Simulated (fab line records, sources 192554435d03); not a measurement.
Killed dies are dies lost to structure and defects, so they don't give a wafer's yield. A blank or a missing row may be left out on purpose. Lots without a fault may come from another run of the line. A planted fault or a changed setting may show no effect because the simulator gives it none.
fab line records | flow n5_finfet
record lots=13 wafers=38 last_day=18
route steps=1938 shown ILD0@340 PASS1_CAP@1874 TV_LITHO@1884 PASSIVATION@1936
lots that met no fault: from a run of the same line without faults
start_h: hours from the record's first day to the start of the lot's first wafer shown | wait_h: hours since the lot's step before | " the same as in the row above | L1.1+2: a row that stands for several wafers | - no value, or no start given | * or withheld: withheld | < > ~ a bound
route shown NAME@n: a module of which the file shows steps, and the number in the route of the first | usual: mean/standard deviation of fault-free wafers | same: alike in all rows | chamber/n: place in a boat | sites: the reading at each site | _std_site: their standard deviation | _edge_site: outer sites' mean less inner sites' | radius_mm: how far each site lies from the wafer's centre | mask NAME#n: copy n | behind: the tool/chamber that last shaped the wafer | hold: why the lot was held/for how many hours/how that ended | device: the transistor (n, p or np) that didn't switch | end of line: the same wafers' tests at the end of the route | a step without rows: its recipe alone | killed: dies lost to structure and defects at the first sort, not the wafer's yield | map: a wafer's dies, x killed, . not, _ none there
set.NAME: the setting as run; set.NAME@STEP: as run at that earlier step | model.NAME: the simulator's own value behind a step, which no gauge read
steps of the route over a sample of lots; a table a step, a row a wafer
services: from which hour (start_h, from the record's first day; less than 0 if before it) a tool's chamber was out of use, for how many hours, and why
## steps
# step N5_ILD0_CMP_07
# recipe stop_on=poly-Si material=SiO2_flowable t_overpolish_s=1.18 post_cmp_clean=alkaline_brush down_force_psi=4.1491 platen_rpm=51.796 pad_velocity_m_s=1.0306 target_thk_nm=138.88
# usual motor_current_A=13.0/1.2 slurry_filter_dp_kPa=13.51/0.13
# columns lot.wafer tool chamber start_h wait_h motor_current_A slurry_filter_dp_kPa
L623.2 cmp-03 1 70.53 0.0 13.7 13.40
L623.4 " 2 " " 15.2 13.49
L623.6 " 2 " " 13.9 13.29
L624.3 cmp-04 2 79.89 0.1 12.9 13.71
L624.4 " 3 " " 13.3 13.51
L624.6 " 1 " " 13.4 13.48
L625.2 cmp-03 0 80.25 0.0 12.7 13.64
L625.3 " 1 " " 14.8 13.35
L625.1 " 2 " " 14.6 13.73
L629.4 cmp-03 2 105.47 0.0 14.5 13.65
L629.3 " 3 " " 11.8 13.34
L629.2 " 0 " " 12.9 13.57
L630.3 cmp-03 2 109.40 0.1 14.0 13.38
L630.4 " 0 " " 12.8 13.55
L630.6 " 3 " " 10.5 13.58
L631.1 cmp-03 2 115.70 0.0 15.1 13.46
L631.4 " 1 " " 14.1 13.68
L631.5 " 3 " " 10.9 13.46
L635.2 cmp-04 1 140.28 0.1 13.7 13.51
L635.1 " 3 " " 14.1 13.36
L635.5 " 1 " " 13.8 13.52
L637.1 cmp-02 0 151.68 0.0 13.4 13.48
L637.2 " 1 " " 14.3 13.49
L637.6 " 0 " " 13.3 13.72
L639.1 cmp-04 3 164.28 0.2 14.1 13.31
L639.4 " 1 " " 13.8 13.51
L639.5 " 3 " " 13.9 13.73
L641.5 cmp-04 0 176.56 0.2 12.0 13.49
L641.6 " 1 " " 13.8 13.66
L642.3 cmp-03 2 180.06 0.0 14.4 13.57
L642.4 " 0 " " 12.8 13.56
L642.2 " 1 " " 14.5 13.55
L644.4 cmp-03 2 195.27 0.1 13.9 13.36
L644.3 " 3 " " 11.1 13.44
L644.5 " 1 " " 14.2 13.48
L645.2 cmp-04 2 204.51 0.1 12.9 13.84
L645.4 " 3 " " 13.0 13.79
L645.5 " 2 " " 13.4 13.43
# step N5_PASSIVATION_PECVD_01
# recipe material=SiNx target_thk_a=2000 temp_c=400 precursor=SiH4/NH3/N2 pressure_torr=4.9 rf_w=1406 time_s=43.2
# usual heater_power_w=381/110 showerhead_plenum_p_Torr=8.654/0.028 throttle_valve_pct=28.8/1.3
# same time_s=43.2
# columns lot.wafer tool chamber start_h wait_h heater_power_w showerhead_plenum_p_Torr since_wet_clean_h throttle_valve_pct
L623.2 pecvd-03 1 284.42 0.0 561 8.665 2076 28.4
L623.4 " 2 " " 501 8.692 - 27.1
L623.6 " 1 " " 593 8.693 - 28.7
L625.1 pecvd-03 2 290.89 0.0 504 8.697 603 27.0
L625.2 " 0 " " 361 8.590 1357 30.4
L625.3 " 1 " " 615 8.678 2082 28.4
L624.3 pecvd-02 0 295.95 0.0 371 8.669 1000 28.8
L624.4 " 2 " " 287 8.677 - 26.8
L624.6 " 1 " " 220 8.651 - 30.8
L629.2 pecvd-04 0 314.09 0.0 338 8.647 837 29.3
L629.3 " 1 " " 259 8.656 1562 28.8
L629.4 " 0 " " 342 8.644 - 29.2
L630.3 pecvd-04 1 316.73 0.0 202 8.628 1564 28.9
L630.4 " 2 " " 336 8.639 - 27.2
L630.6 " 0 " " 295 8.660 - 29.4
L631.1 pecvd-02 0 328.91 0.0 343 8.653 1033 28.9
L631.4 " 1 " " 242 8.668 - 30.6
L631.5 " 2 " " 364 8.678 - 27.0
L637.1 pecvd-04 2 361.09 0.0 400 8.656 130 27.4
L637.2 " 0 " " 348 8.642 884 29.4
L637.6 " 2 " " 404 8.641 - 27.4
L635.1 pecvd-04 1 364.78 0.0 218 8.663 1612 28.8
L635.2 " 0 " " 391 8.653 887 29.5
L635.5 " 2 " " 405 8.642 - 27.8
L639.1 pecvd-03 2 377.77 0.0 446 8.680 690 27.4
L639.4 " 1 " " 611 8.686 - 28.6
L639.5 " 2 " " 463 8.672 - 27.6
L641.5 pecvd-03 0 382.71 0.0 444 8.611 - 30.4
L641.6 " 2 " " 534 8.654 - 27.7
L642.2 pecvd-03 2 396.20 0.0 431 8.664 709 27.6
L642.3 " 0 " " 426 8.614 - 30.2
L642.4 " 2 " " 441 8.679 - 27.6
L645.2 pecvd-03 2 398.97 0.0 499 8.693 711 27.6
L645.4 " 0 " " 389 8.606 - 30.5
L645.5 " 2 " " 521 8.656 - 27.7
L644.3 pecvd-03 2 410.17 0.0 436 8.684 - 27.9
L644.4 " 0 " " 428 8.610 - 30.5
L644.5 " 2 " " 455 8.667 - 27.4
# step N5_PASSIVATION_OVL_MEAS_60
# recipe points_per_wafer=44
# usual TV_OVL=1/6
# columns lot.wafer tool chamber start_h wait_h TV_OVL[nm]
L623.2 overlay-02 0 286.66 0.0 -5
L623.4 " 0 " " -8
L623.6 " 0 " " 5
L625.1 overlay-01 0 291.50 0.0 -10
L625.2 " 0 " " -2
L625.3 " 0 " " -6
L624.3 overlay-01 0 298.45 0.0 8
L624.4 " 0 " " 7
L624.6 " 0 " " 1
L629.2 overlay-02 0 315.98 0.0 -3
L629.3 " 0 " " -4
L629.4 " 0 " " -6
L630.3 overlay-02 0 319.31 0.0 5
L630.4 " 0 " " 13
L630.6 " 0 " " 18
L631.1 overlay-01 0 331.98 0.0 2
L631.4 " 0 " " -7
L631.5 " 0 " " 4
L637.1 overlay-01 0 362.62 0.0 0
L637.2 " 0 " " -8
L637.6 " 0 " " -8
L635.1 overlay-02 0 365.29 0.0 4
L635.2 " 0 " " 15
L635.5 " 0 " " -2
L639.1 overlay-02 0 378.42 0.0 -7
L639.4 " 0 " " 1
L639.5 " 0 " " -3
L641.5 overlay-01 0 383.35 0.0 -3
L641.6 " 0 " " -4
L645.2 overlay-01 0 400.28 0.0 -6
L645.4 " 0 " " 1
L645.5 " 0 " " 4
L642.2 overlay-01 0 400.44 0.0 -5
L642.3 " 0 " " -7
L642.4 " 0 " " -2
L644.3 overlay-01 0 413.16 0.0 3
L644.4 " 0 " " 9
L644.5 " 0 " " 7
# step N5_PASSIVATION_PROBE_49
# usual defect_limited_yield=91.2/1.3 killed_at_M0_to_M3=34/10 killed_at_M4_up=13/4.6 killed_at_contacts=13/5.5 killed_at_front_end=41/12 killed_at_other=2.8/2.4 killed_dies=104/16 killed_on_rim=14/4.2 killed_open=67/12 killed_short=33/7.2 sort_bin_4_leakage=0.00/0.012 sort_bin_5_function=5.1/0.86 sort_bin_6_memory=3.3/0.62 sort_bin_8_speed=0.00/0.014 sort_n_pass=1076/16
# same gross_dies=1180 killed_at_back_side=0
# columns lot.wafer tool chamber start_h wait_h defect_limited_yield[%] killed_at_M0_to_M3 killed_at_M4_up killed_at_contacts killed_at_front_end killed_at_other killed_dies killed_on_rim killed_open killed_short sort_bin_4_leakage[%] sort_bin_5_function[%] sort_bin_6_memory[%] sort_bin_8_speed[%] sort_n_pass
L624.3 prober-02 - 306.14 0.1 91.0 42 13 13 37 1 106 13 77 24 0 5.1 3.1 0 1074
L624.4 prober-02 - 306.19 0.2 90.3 33 14 15 50 3 115 14 71 43 0 5.4 4.0 0 1065
L624.6 prober-02 - 306.29 0.3 90.4 38 17 11 46 1 113 15 73 35 0 5.8 3.1 0 1067
L629.2 prober-01 - 322.53 0.1 64.8 15 18 8 372 2 415 57 49 20 0 21.2 12.0 0 765
L629.3 prober-01 - 322.58 0.1 60.4 36 13 25 390 3 467 71 63 29 0 22.9 14.0 0 713
L629.4 prober-01 - 322.63 0.2 62.9 17 9 4 405 3 438 60 44 23 0 24.6 10.9 0 742
L630.3 prober-01 - 326.19 0.1 59.2 21 8 6 446 1 482 73 43 23 0 26.1 12.1 0 698
L630.4 prober-01 - 326.24 0.2 62.7 23 7 8 402 0 440 59 42 25 0 22.5 12.2 0 740
L630.6 prober-01 - 326.34 0.3 62.2 28 10 17 389 2 446 58 47 28 0 22.7 13.1 0 734
L631.1 prober-02 - 338.61 0.0 61.7 39 7 6 396 4 452 59 54 31 0 23.2 13.2 0 728
L631.4 prober-02 - 338.76 0.2 61.8 42 22 5 380 2 451 49 73 25 0.08 24.8 11.3 0 728
L631.5 prober-02 - 338.81 0.2 63.1 39 15 9 370 2 435 51 72 25 0.08 22.0 12.9 0 744
L637.1 prober-01 - 369.72 0.0 89.9 42 13 16 44 4 119 16 88 27 0 5.4 4.4 0 1061
L637.2 prober-01 - 369.77 0.1 92.3 16 14 5 46 10 91 15 60 27 0 5.0 2.6 0 1089
L637.6 prober-01 - 369.97 0.3 90.8 47 4 13 41 4 109 14 76 27 0 5.4 3.4 0 1071
L639.1 prober-02 - 385.30 0.0 90.7 32 13 14 44 7 110 14 61 44 0 5.4 3.3 0 1070
L639.4 prober-02 - 385.45 0.2 91.9 44 9 10 32 1 96 11 67 22 0 4.4 3.3 0 1084
L639.5 prober-02 - 385.50 0.2 93.4 28 8 8 30 4 78 12 44 32 0 3.7 2.6 0 1102
L641.5 prober-01 - 390.63 0.2 90.4 34 4 11 63 1 113 13 70 34 0 6.2 2.6 0 1067
L641.6 prober-01 - 390.68 0.3 92.3 39 15 8 25 4 91 13 63 25 0 4.4 3.2 0 1089
L645.2 prober-02 - 407.18 0.1 90.9 49 14 4 34 6 107 22 71 33 0 5.3 3.6 0 1073
L645.4 prober-02 - 407.28 0.2 89.9 53 19 3 37 7 119 14 58 50 0 6.2 2.8 0 1061
L645.5 prober-02 - 407.33 0.2 94.6 37 3 2 21 1 64 12 35 29 0 2.6 2.5 0 1116
L642.2 prober-01 - 407.35 0.1 91.4 37 16 18 28 2 101 10 61 34 0 4.9 3.3 0 1079
L642.3 prober-01 - 407.40 0.1 95.0 25 4 12 18 0 59 10 44 9 0 2.8 1.9 0 1121
L642.4 prober-01 - 407.45 0.2 93.1 26 11 13 30 1 81 11 56 19 0 4.4 2.2 0 1099
L644.3 prober-02 - 419.94 0.1 90.4 39 10 10 48 6 113 10 83 25 0 5.4 4.1 0 1067
L644.4 prober-02 - 419.99 0.2 91.6 28 15 8 47 1 99 14 64 31 0 4.7 3.2 0 1081
L644.5 prober-02 - 420.04 0.2 90.6 40 17 17 29 8 111 17 76 30 0 5.3 4.0 0 1069
# killed by level:class
L624.3 BEOL_M1:geometric_particle:open=17 MOL_CONTACT_COAG:geometric_particle:open=11 FIN_SAQP:geometric_particle:open=6 DUMMY_GATE:geometric_particle:open=6 STI_FIN_REVEAL:geometric_particle:open=5 BEOL_M0_SAQP:geometric_particle:open=5 BEOL_M4:geometric_particle:open=5 BEOL_M0_SAQP:geometric_particle:short=4
L624.4 FIN_SAQP:geometric_particle:open=18 MOL_CONTACT_COAG:geometric_particle:open=10 BEOL_M1:geometric_particle:open=8 BEOL_M0_SAQP:geometric_particle:short=7 BEOL_M0_SAQP:geometric_particle:open=6 FIN_SAQP:geometric_particle:short=5 ILD0:geometric_particle:short=5 GATE_CUT:geometric_particle:short=5
L624.6 FIN_SAQP:geometric_particle:open=11 BEOL_M0_SAQP:geometric_particle:open=11 MOL_CONTACT_COAG:geometric_particle:open=9 BEOL_M1:geometric_particle:open=7 BEOL_M2:geometric_particle:open=6 DUMMY_GATE:geometric_particle:open=5 GATE_CUT:geometric_particle:short=5 STARTING-WAFER:geometric_particle:short=5
L629.2 ILD0:unspecified=341 FIN_SAQP:geometric_particle:open=13 BEOL_M4:geometric_particle:open=8 MOL_CONTACT_COAG:geometric_particle:open=7 BEOL_M3:geometric_particle:open=6 FIN_SAQP:geometric_particle:short=5 BEOL_M1:geometric_particle:short=4 STI_FIN_REVEAL:geometric_particle:open=3
L629.3 ILD0:unspecified=369 MOL_CONTACT_COAG:geometric_particle:open=19 BEOL_M3:geometric_particle:open=13 BEOL_M0_SAQP:geometric_particle:short=9 MOL_CONTACT_COAG:geometric_particle:short=6 BEOL_M2:geometric_particle:open=6 BEOL_M0_SAQP:geometric_particle:open=4 FIN_SAQP:geometric_particle:short=3
L629.4 ILD0:unspecified=371 FIN_SAQP:geometric_particle:open=10 STI_FIN_REVEAL:geometric_particle:open=5 DUMMY_GATE:geometric_particle:open=5 BEOL_M1:geometric_particle:open=5 BEOL_M4:geometric_particle:open=5 MOL_CONTACT_COAG:geometric_particle:open=4 BEOL_M0_SAQP:geometric_particle:open=4
L630.3 ILD0:unspecified=404 FIN_SAQP:geometric_particle:open=7 STI_FIN_REVEAL:geometric_particle:open=7 HKMG_FIN:area_etch=7 GATE_CUT:geometric_particle:short=6 MOL_CONTACT_COAG:geometric_particle:open=5 BEOL_M0_SAQP:geometric_particle:short=4 DUMMY_GATE:geometric_particle:open=3
L630.4 ILD0:unspecified=365 MOL_CONTACT_COAG:geometric_particle:open=6 HKMG_FIN:area_etch=6 GATE_CUT:geometric_particle:short=5 BEOL_M1:geometric_particle:open=5 BEOL_M3:geometric_particle:open=5 FIN_SAQP:geometric_particle:open=4 GATE_CUT:geometric_particle:open=4
L630.6 ILD0:unspecified=366 MOL_CONTACT_COAG:geometric_particle:open=10 MOL_CONTACT_COAG:geometric_particle:short=7 BEOL_M0_SAQP:geometric_particle:short=7 STI_FIN_REVEAL:geometric_particle:open=4 GATE_CUT:geometric_particle:open=4 BEOL_M0_SAQP:geometric_particle:open=4 BEOL_M1:geometric_particle:open=4
L631.1 ILD0:unspecified=365 BEOL_M1:geometric_particle:open=13 STI_FIN_REVEAL:geometric_particle:open=9 BEOL_M0_SAQP:geometric_particle:short=6 BEOL_M2:geometric_particle:open=6 STARTING-WAFER:geometric_particle:short=6 BEOL_M0_SAQP:geometric_particle:open=5 BEOL_M1:geometric_particle:short=4
L631.4 ILD0:unspecified=353 BEOL_M0_SAQP:geometric_particle:open=14 BEOL_M4:geometric_particle:open=8 BEOL_M2:geometric_particle:open=8 STI_FIN_REVEAL:geometric_particle:open=7 BEOL_M0_SAQP:geometric_particle:short=6 BEOL_M3:geometric_particle:open=6 FIN_SAQP:geometric_particle:open=5
L631.5 ILD0:unspecified=336 BEOL_M0_SAQP:geometric_particle:open=11 BEOL_M2:geometric_particle:open=9 FIN_SAQP:geometric_particle:short=8 MOL_CONTACT_COAG:geometric_particle:open=8 BEOL_M4:geometric_particle:open=8 STI_FIN_REVEAL:geometric_particle:open=7 BEOL_M3:geometric_particle:open=6
L637.1 FIN_SAQP:geometric_particle:open=15 MOL_CONTACT_COAG:geometric_particle:open=12 BEOL_M0_SAQP:geometric_particle:open=11 BEOL_M2:geometric_particle:open=11 BEOL_M0_SAQP:geometric_particle:short=10 BEOL_M1:geometric_particle:open=8 BEOL_M5:geometric_particle:open=8 DUMMY_GATE:geometric_particle:open=7
L637.2 STI_FIN_REVEAL:geometric_particle:open=9 FIN_SAQP:geometric_particle:open=9 FIN_SAQP:geometric_particle:short=7 BEOL_M2:geometric_particle:open=6 BEOL_M0_SAQP:geometric_particle:short=5 GATE_CUT:geometric_particle:open=4 MOL_CONTACT_COAG:geometric_particle:open=4 STARTING-WAFER:geometric_particle:open=4
L637.6 BEOL_M0_SAQP:geometric_particle:open=15 BEOL_M2:geometric_particle:open=15 FIN_SAQP:geometric_particle:short=8 FIN_SAQP:geometric_particle:open=8 MOL_CONTACT_COAG:geometric_particle:open=8 BEOL_M0_SAQP:geometric_particle:short=6 STARTING-WAFER:geometric_particle:open=6 GATE_CUT:geometric_particle:open=5
L639.1 FIN_SAQP:geometric_particle:short=14 MOL_CONTACT_COAG:geometric_particle:open=13 FIN_SAQP:geometric_particle:open=6 BEOL_M2:geometric_particle:open=6 BEOL_M4:geometric_particle:open=6 GATE_CUT:geometric_particle:open=5 BEOL_M0_SAQP:geometric_particle:open=5 GATE_CUT:geometric_particle:short=4
L639.4 BEOL_M2:geometric_particle:open=11 BEOL_M1:geometric_particle:open=9 MOL_CONTACT_COAG:geometric_particle:open=7 BEOL_M4:geometric_particle:open=7 FIN_SAQP:geometric_particle:open=6 DUMMY_GATE:geometric_particle:open=6 BEOL_M3:geometric_particle:open=6 BEOL_M3:geometric_particle:short=6
L639.5 BEOL_M0_SAQP:geometric_particle:short=9 FIN_SAQP:geometric_particle:short=6 FIN_SAQP:geometric_particle:open=5 BEOL_M0_SAQP:geometric_particle:open=5 MOL_CONTACT_COAG:geometric_particle:open=5 GATE_CUT:geometric_particle:short=4 BEOL_M2:geometric_particle:open=4 STI_FIN_REVEAL:geometric_particle:open=3
L641.5 STI_FIN_REVEAL:geometric_particle:open=14 FIN_SAQP:geometric_particle:open=12 FIN_SAQP:geometric_particle:short=9 BEOL_M0_SAQP:geometric_particle:open=9 BEOL_M1:geometric_particle:open=7 DUMMY_GATE:geometric_particle:open=7 MOL_CONTACT_COAG:geometric_particle:short=6 BEOL_M2:geometric_particle:open=6
L641.6 BEOL_M0_SAQP:geometric_particle:open=10 STI_FIN_REVEAL:geometric_particle:open=7 MOL_CONTACT_COAG:geometric_particle:open=7 BEOL_M0_SAQP:geometric_particle:short=7 BEOL_M0:geometric_particle:open=7 GATE_CUT:geometric_particle:short=6 BEOL_M4:geometric_particle:open=5 BEOL_M2:geometric_particle:open=5
L645.2 BEOL_M2:geometric_particle:open=11 BEOL_M3:geometric_particle:open=9 STI_FIN_REVEAL:geometric_particle:open=7 BEOL_M0_SAQP:geometric_particle:open=7 BEOL_M1:geometric_particle:open=6 FIN_SAQP:geometric_particle:short=5 MOL_CONTACT_COAG:geometric_particle:open=4 BEOL_M0_SAQP:geometric_particle:short=4
L645.4 BEOL_M0_SAQP:geometric_particle:short=19 FIN_SAQP:geometric_particle:short=11 BEOL_M0_SAQP:geometric_particle:open=11 BEOL_M4:geometric_particle:open=9 STI_FIN_REVEAL:geometric_particle:open=6 BEOL_M3:geometric_particle:open=5 HKMG_FIN:area_etch=5 BEOL_M1:geometric_particle:open=4
L645.5 BEOL_M0_SAQP:geometric_particle:short=12 BEOL_M0_SAQP:geometric_particle:open=9 BEOL_M2:geometric_particle:open=7 FIN_SAQP:geometric_particle:short=4 BEOL_M2:geometric_particle:short=4 FIN_SAQP:geometric_particle:open=3 STARTING-WAFER:geometric_particle:short=3 STARTING-WAFER:geometric_particle:open=3
L642.2 MOL_CONTACT_COAG:geometric_particle:open=12 BEOL_M0_SAQP:geometric_particle:short=10 BEOL_M2:geometric_particle:open=7 STI_FIN_REVEAL:geometric_particle:open=6 MOL_CONTACT_COAG:geometric_particle:short=6 BEOL_M1:geometric_particle:open=5 BEOL_M0_SAQP:geometric_particle:open=5 BEOL_M4:geometric_particle:open=5
L642.3 BEOL_M3:geometric_particle:open=10 MOL_CONTACT_COAG:geometric_particle:open=8 STI_FIN_REVEAL:geometric_particle:open=4 MOL_CONTACT_COAG:geometric_particle:short=4 BEOL_M2:geometric_particle:open=4 DUMMY_GATE:geometric_particle:open=3 BEOL_M0_SAQP:geometric_particle:open=3 STARTING-WAFER:geometric_particle:open=3
L642.4 MOL_CONTACT_COAG:geometric_particle:open=11 BEOL_M1:geometric_particle:open=9 FIN_SAQP:geometric_particle:open=5 BEOL_M3:geometric_particle:open=5 FIN_SAQP:geometric_particle:short=3 STI_FIN_REVEAL:geometric_particle:short=3 STI_FIN_REVEAL:geometric_particle:open=3 DUMMY_GATE:geometric_particle:open=3
L644.3 STI_FIN_REVEAL:geometric_particle:open=18 FIN_SAQP:geometric_particle:open=9 MOL_CONTACT_COAG:geometric_particle:open=7 BEOL_M0_SAQP:geometric_particle:open=7 BEOL_M3:geometric_particle:open=6 BEOL_M0:geometric_particle:open=5 GATE_CUT:geometric_particle:open=5 BEOL_M0_SAQP:geometric_particle:short=5
L644.4 FIN_SAQP:geometric_particle:open=16 FIN_SAQP:geometric_particle:short=9 BEOL_M1:geometric_particle:open=8 BEOL_M0_SAQP:geometric_particle:open=7 MOL_CONTACT_COAG:geometric_particle:open=4 MOL_CONTACT_COAG:geometric_particle:short=4 BEOL_M0_SAQP:geometric_particle:short=4 BEOL_M4:geometric_particle:open=4
L644.5 MOL_CONTACT_COAG:geometric_particle:open=14 STI_FIN_REVEAL:geometric_particle:open=8 BEOL_M0_SAQP:geometric_particle:short=7 BEOL_M0_SAQP:geometric_particle:open=7 BEOL_M1:geometric_particle:open=7 FIN_SAQP:geometric_particle:short=5 BEOL_M3:geometric_particle:open=5 BEOL_M4:geometric_particle:open=5
## services
# columns tool chamber start_h hours kind
cmp-02 - 48.40 1.1 repair
pecvd-04 - 54.39 6.0 pm
cmp-03 - 54.40 4.0 pm
pecvd-02 - 61.97 5.5 pm
cmp-04 - 63.76 2.9 pm
pecvd-02 - 72.77 0.4 repair
cmp-03 - 76.09 4.0 pm
cmp-04 - 83.76 1.3 repair
cmp-03 - 84.01 0.3 repair
cmp-04 - 98.61 0.2 repair
pecvd-02 - 102.66 6.0 pm
pecvd-04 - 133.78 1.2 repair
cmp-03 - 153.40 0.4 repair
pecvd-03 - 195.49 2.4 repair
cmp-04 - 199.30 4.0 pm
cmp-03 - 211.58 1.2 repair
cmp-04 - 239.55 1.1 repair
cmp-04 - 270.86 6.2 pm
cmp-03 - 296.21 4.0 pm
cmp-03 - 316.56 0.2 repair
pecvd-03 0 344.56 12.3 repair
pecvd-04 - 348.20 2.8 pm
cmp-04 - 355.32 2.5 repair
cmp-04 - 409.39 1.3 repair
## key
first_sign step=N5_PASSIVATION_PROBE_49 reading=killed_at_front_end direction=up sigmas=31 usual=41 struck=394
effect step=N5_PASSIVATION_PROBE_49 reading=defect_limited_yield direction=down sigmas=22 usual=91.2 struck=62.1
more_kills_born_at N5_ILD0_CMP_07@cmp-03=3269
met_at N5_ILD0_CMP_07
struck_lots L629,L630,L631
not_acting_at N5_PASSIVATION_PECVD_01,N5_PASSIVATION_OVL_MEAS_60
onset_between 80.25 105.47
fault kind=chamber_particle_source tool=cmp-03 chamber=- onset_h=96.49 steps=N5_ILD0_CMP_07 rate_per_visit_cm2=0.72078 end_h=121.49
